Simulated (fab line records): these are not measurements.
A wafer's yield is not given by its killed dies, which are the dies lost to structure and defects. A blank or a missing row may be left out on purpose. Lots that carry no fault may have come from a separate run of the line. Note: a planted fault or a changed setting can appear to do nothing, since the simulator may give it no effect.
Problem report, 8D (eight disciplines) form, completed by code ; flow n5Finfet ; the parts of the form that need people (team, actions taken, sign-off) are left out

## 1. THE PROBLEM
trenchDepthNm at N5_BEOL_M1_OCD_MEAS_38 reads a mean of 60.6 nm on 3 wafers of 2 lots; wafers without a fault read 55.1 nm with a standard deviation of 0.86. That is +6.4 standard deviations from the usual mean.
First observed at day 7 17:02: wafer L573.4, on ocd-02. The record holds 24 wafers of 8 lots with a number at this step. By rule, "out" or "out of limits" means more than 4 standard deviations away from the usual mean. All remaining wafers that have a number are taken as sound.

## 2. WHAT IT IS, AND WHAT IT ISN'T
question;is;is not
which readings at this step;trenchDepthNm;-
which lots;L573, L575;L567, L581, L584, L585, L586, L589
which wafers of those lots;L573.4, L575.1, L575.5;L573.1, L573.6, L575.4
read on which gauges;ocd-01, ocd-02;-
when;from day 7 17:02;"up to then (5 sound wafers); but 16 sound wafers of L575, L581, L584, L585, L586, L589 came after"

## 3. THE SUSPECTS, EACH WITH WHAT RULES IT OUT
Counting: any tool at a process step up to the reading remains a suspect provided it ran every lot that is out. Sound lots after the first of them don't rule it out here, since some wafers of a struck lot are sound.
- the gauge at N5_BEOL_M1_OCD_MEAS_38 is ruled out. 2 gauges (ocd-01, ocd-02) read the wafers that are out.
- rieDiel-01 at N5_BEOL_M1_ETCHBACK_99 (etches SiO2 in CHF3, target depth 5 nm, time 10.4 s): kept. Ran every lot that is out, first one L573 (day 7 16:39); last sound lot up to then L567 (day 6 15:23).
- rieDiel-01 at N5_BEOL_M1_ETCH_70 (etches SOC in N2/H2, target depth 80 nm, overetch 16 nm, time 120 s): kept. Ran every lot that is out, first one L573 (day 7 16:41); last sound lot up to then L567 (day 6 15:26).
- rieDiel-01 at N5_BEOL_M1_VIA_ETCH_34 (etches the open film in C4F6/O2, target depth 67.8 nm, time 64.4 s): kept. Ran every lot that is out, first one L573 (day 7 16:47); last sound lot up to then L567 (day 6 15:32).
- rieDiel-01 at N5_BEOL_M1_TRENCH_ETCH_37 (etches SiOC in C4F6/O2, target depth 55.207 nm, time 29 s): kept. Ran every lot that is out, first one L573 (day 7 16:53); last sound lot up to then L567 (day 6 15:38). Its own readings are out on those wafers: biasW, rfVppV.
- At N5_BEOL_M1_ETCHBACK_99 on rieDiel-01, chamber 2 took the sound wafers of the same lots and chamber 3 took the wafers that are out.
- At N5_BEOL_M1_ETCH_70 on rieDiel-01, chamber 2 took the sound wafers of the same lots and chamber 3 took the wafers that are out.
- At N5_BEOL_M1_VIA_ETCH_34 on rieDiel-01, chamber 2 took the sound wafers of the same lots and chamber 3 took the wafers that are out.
- At N5_BEOL_M1_TRENCH_ETCH_37 on rieDiel-01, chamber 2 took the sound wafers of the same lots and chamber 3 took the wafers that are out.
Left after counting: rieDiel-01 at N5_BEOL_M1_ETCHBACK_99, rieDiel-01 at N5_BEOL_M1_ETCH_70, rieDiel-01 at N5_BEOL_M1_VIA_ETCH_34, rieDiel-01 at N5_BEOL_M1_TRENCH_ETCH_37.

## 4. THE CAUSE (what the simulator had put in)
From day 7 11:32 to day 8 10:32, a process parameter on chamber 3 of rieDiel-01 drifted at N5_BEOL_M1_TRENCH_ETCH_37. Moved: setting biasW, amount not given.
After counting, 4 suspects remain, this tool included.

## 5. THE EFFECT CHAIN, in route order
Each row: a reading whose mean over the struck wafers that have a number lies more than 3 standard deviations from the usual. Only readings for which the record gives a usual standard deviation are gone through. hours: the time from each lot's start at the first step in this table that gives one to its start at this step, as a median over the lots. sigmas: the change in usual standard deviations.
hours;step;reading;usual;on struck wafers;change;sigmas
0;N5_BEOL_M1_TRENCH_ETCH_37;biasW;185.0 W;234.6;+49.6;+89
0;N5_BEOL_M1_TRENCH_ETCH_37;rfVppV;662 V;826;+164;+15
0;N5_BEOL_M1_OCD_MEAS_38;trenchDepthNm;55.1 nm;60.6;+5.5;+6.4
Its process steps:
- N5_BEOL_M1_TRENCH_ETCH_37: etches SiOC in C4F6/O2, target depth 55.207 nm, time 29 s.
Later steps that measure or inspect, where all struck wafers having a row at the step show a number for every such reading and not one has moved that far: N5_BEOL_M4_RC_MEAS_101.

## 6. WHAT WOULD HAVE CAUGHT IT SOONER
Counted from the fault's start at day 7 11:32, it took 6 hours until the first out-of-limits reading at a measuring or inspecting step in this record, taken at day 7 17:02.
At N5_BEOL_M1_TRENCH_ETCH_37, the tool's own readings (biasW, rfVppV) were out on each struck wafer the step has a row for, so an alarm limit on them would have fired on the first such wafer.
Among the 2 lots that are out, L575 began N5_BEOL_M1_TRENCH_ETCH_37 on rieDiel-01 after day 7 17:02. A hold on the tool at that time would have spared it.
